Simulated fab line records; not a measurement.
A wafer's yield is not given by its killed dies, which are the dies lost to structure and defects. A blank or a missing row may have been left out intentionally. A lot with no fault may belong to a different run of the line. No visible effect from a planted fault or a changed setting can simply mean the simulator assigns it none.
Split-lot trial ; flow n5 finfet ; 21 wafers read from 7 lots, route of 1938 steps

ON THE SPLIT
At N5_BEOL_M10_VIA_ETCH_34 (etches SiCOH lowk in C4F6/O2, target depth 184.5 nm, time 69.2 s), the setting time s was moved away from the recipe's 69.2 s on 13 of the 21 wafers read, by -9.3% to +16.2%. For the rest of the wafers, this setting stayed at what the recipe calls for.

Reading taken at the split's own step.

THE READING
SOC_of_BEOL_M10_COAT_63.thk nm (the simulator's own value, which no gauge read), in nm, at N5_BEOL_M10_VIA_ETCH_34 (etches SiCOH lowk in C4F6/O2, target depth 184.5 nm, time 69.2 s). There is no usual value for it anywhere in the file. Here, 8 wafers ran the recipe; their average is 92.1 nm with a standard deviation of 0.24 nm.

wafer;tool, chamber at the split;time s as run, s;against the recipe;SOC_of_BEOL_M10_COAT_63.thk nm, nm;against lot-mates on the recipe
L074.3;rie diel-03, 0;69.2;recipe;92.2;-
L074.5;rie diel-03, 0;77.84;+12.5%;91.4;-0.8
L074.6;rie diel-03, 2;77.84;+12.5%;91.4;-0.8
L075.2;rie diel-02, 0;69.2;recipe;92;-
L075.4;rie diel-02, 1;80.4;+16.2%;91;-1.0
L075.6;rie diel-02, 0;80.4;+16.2%;90.8;-1.2
L077.2;rie diel-03, 2;62.75;-9.3%;93;no lot-mate on the recipe
L077.3;rie diel-03, 0;62.75;-9.3%;93;no lot-mate on the recipe
L077.4;rie diel-03, 3;62.75;-9.3%;93.4;no lot-mate on the recipe
L079.1;rie diel-03, 0;74.41;+7.5%;91.2;-0.6
L079.2;rie diel-03, 3;69.2;recipe;91.8;-
L079.6;rie diel-03, 1;74.41;+7.5%;91.2;-0.6
L085.2;rie diel-04, 1;69.2;recipe;92;-
L085.5;rie diel-04, 3;69.2;recipe;92;-
L085.6;rie diel-04, 0;69.2;recipe;92;-
L089.1;rie diel-02, 3;74.66;+7.9%;91.6;-0.8
L089.3;rie diel-02, 2;69.2;recipe;92.4;-
L089.6;rie diel-02, 1;74.66;+7.9%;91.8;-0.6
L097.1;rie diel-02, 2;78.05;+12.8%;91.2;-1.4
L097.2;rie diel-02, 3;78.05;+12.8%;91;-1.6
L097.4;rie diel-02, 3;69.2;recipe;92.6;-

THE FIT
A straight line over all 21 wafers: SOC_of_BEOL_M10_COAT_63.thk nm changes by -0.0838 nm for each +1% of time s; r = -0.94; the points scatter about the line by 0.25 nm.
The same after taking each lot's own level away (the mean of its wafers on the recipe; 18 wafers): -0.0801 nm for each +1%; r = -0.93; scatter 0.21 nm.
The reading moves by 1.3 nm for the largest change in time s, on that fit.
The lots' own levels span 91.80 to 92.60 nm, that is 3.3 times the standard deviation above.
So the lot-to-lot level changes the slope little: the two slopes agree.
Check: for one of the wafers moved furthest among these (+16.2%), held out of the fit, the line's prediction against its lot-mates is -1.39 nm. Against them it came out at -1 nm.

OTHER SPLITS APPLIED TO THESE WAFERS
Before the reading, these wafers also passed through other splits. Each is held against what the fit with the lots' levels taken away leaves over:
other split on the same wafers;wafers away from the commonest value;r with SOC_of_BEOL_M10_COAT_63.thk nm (lot level and that fit taken away)
N5_BEOL_M8_DESCUM_16 time s;7;+0.23
N5_BEOL_M8_ETCH_62 bias w;7;+0.31
N5_BEOL_M9_COAT_60 spin rpm;6;+0.14
N5_BEOL_M9_CMP_52 down force psi;7;-0.07
N5_BEOL_M10_ILD_DEP_00 time s;5;+0.26

THE WHOLE CHAIN: every reading that the file lists as answering this split, in the file's order
step;what it does;reading;change (the file's fit);r (the file's)
N5_BEOL_M10_VIA_ETCH_34;etches SiCOH lowk in C4F6/O2, target depth 184.5 nm, time 69.2 s;etch.depth nm (the simulator's own value, which no gauge read);+1.87 nm for each +1% of the setting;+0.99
N5_BEOL_M10_VIA_ETCH_34;etches SiCOH lowk in C4F6/O2, target depth 184.5 nm, time 69.2 s;SOC_of_BEOL_M10_COAT_63.thk nm (the simulator's own value, which no gauge read);-0.0814 nm for each +1% of the setting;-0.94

FILE'S OWN FIT
SOC_of_BEOL_M10_COAT_63.thk nm changes by -0.0814 nm for each +1% of time s, r = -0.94.
